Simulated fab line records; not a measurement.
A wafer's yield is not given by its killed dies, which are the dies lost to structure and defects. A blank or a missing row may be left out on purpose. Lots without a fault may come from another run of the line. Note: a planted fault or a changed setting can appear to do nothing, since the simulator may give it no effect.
Split-lot study | flow n5-finfet | on a route of 1938 steps: 7 lots, 21 wafers read

## ABOUT THE SPLIT
At N5_BEOL_M1_EXPOSE_25 (exposes mask V0, defocus 5 nm, target cd 24 nm), the setting dose-mj was moved away from the recipe's 63 on 9 of the 21 wafers read, by -7.0% to +6.8%. This setting was run at the recipe's value on the other wafers.

## FROM THE SPLIT TO THE READING: what the file shows between them, 2 steps
- N5_BEOL_M1_PEB_26: peb time 60 s
- N5_BEOL_M1_DEVELOP_27: develop time 30 s

## THE READING
cd-nm, in nm, at N5_BEOL_M1_CD_MEAS_28 (target cd y 23.3 nm). Fault-free wafers of this fab line usually give 23.97 nm, standard deviation 0.26 nm.

wafer  | tool, chamber at the split | dose-mj as run | against the recipe | cd-nm, nm | against lot-mates on the recipe
L078.2 | euv-scanner-02, 0          | 65.35          | +3.7%              | 24.42     | +0.67
L078.4 | euv-scanner-02, 0          | 63             | recipe             | 23.75     | -
L078.5 | euv-scanner-02, 0          | 65.35          | +3.7%              | 24.57     | +0.82
L080.2 | euv-scanner-02, 0          | 63             | recipe             | 24.17     | -
L080.3 | euv-scanner-02, 0          | 64.41          | +2.2%              | 24.65     | +0.59
L080.4 | euv-scanner-02, 0          | 63             | recipe             | 23.95     | -
L083.1 | euv-scanner-02, 0          | 59.88          | -5.0%              | 23.12     | -0.95
L083.3 | euv-scanner-02, 0          | 63             | recipe             | 24.07     | -
L083.6 | euv-scanner-02, 0          | 59.88          | -5.0%              | 22.97     | -1.10
L086.1 | euv-scanner-02, 0          | 63             | recipe             | 23.80     | -
L086.5 | euv-scanner-02, 0          | 58.57          | -7.0%              | 22.53     | -1.27
L086.6 | euv-scanner-02, 0          | 58.57          | -7.0%              | 22.72     | -1.08
L089.1 | euv-scanner-01, 0          | 63             | recipe             | 23.71     | -
L089.3 | euv-scanner-01, 0          | 63             | recipe             | 23.57     | -
L089.6 | euv-scanner-01, 0          | 63             | recipe             | 23.86     | -
L092.2 | euv-scanner-02, 0          | 63             | recipe             | 23.68     | -
L092.3 | euv-scanner-02, 0          | 63             | recipe             | 24.01     | -
L092.6 | euv-scanner-02, 0          | 63             | recipe             | 23.70     | -
L094.2 | euv-scanner-02, 0          | 63             | recipe             | 23.84     | -
L094.4 | euv-scanner-02, 0          | 67.3           | +6.8%              | 25.35     | +1.51
L094.6 | euv-scanner-02, 0          | 67.3           | +6.8%              | 25.92     | +2.08

FIT RESULTS
A straight line over all 21 wafers: cd-nm changes by +0.205 nm for each +1% of dose-mj; r = +0.96; the points scatter about the line by 0.23 nm.
The same after taking each lot's own level away (the mean of its wafers on the recipe; 21 wafers): +0.212 nm for each +1%; r = +0.97; scatter 0.19 nm.
That fit puts the effect of the largest move of dose-mj on the reading at 1.5 nm.
The span of the lots' own levels, 23.713 to 24.070 nm, comes to 1.4 times the standard deviation stated above.
Hence the lot-to-lot level has little effect on the slope; both slopes agree.
Check: with one of the wafers moved furthest among these (-7.0%) left out of the fit, the line predicts -1.47 nm for it against its lot-mates. Against them it came out at -1.27 nm.

## THE WHOLE CHAIN: every reading that the file lists as answering this split, in the file's order
step                   | what it does                                                       | reading                                                        | change (the file's fit)               | r (the file's)
N5_BEOL_M1_CD_MEAS_28  | target cd y 23.3 nm                                                | cd-nm                                                          | +0.213 nm for each +1% of the setting | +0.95
N5_BEOL_M1_VIA_ETCH_34 | etches the open film in C4F6/O2, target depth 67.8 nm, time 64.4 s | BEOL_M1.cd-nm (the simulator's own value, which no gauge read) | +0.246 nm for each +1% of the setting | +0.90

## THE FILE'S OWN FIT
cd-nm changes by +0.213 nm for each +1% of dose-mj, r = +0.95.
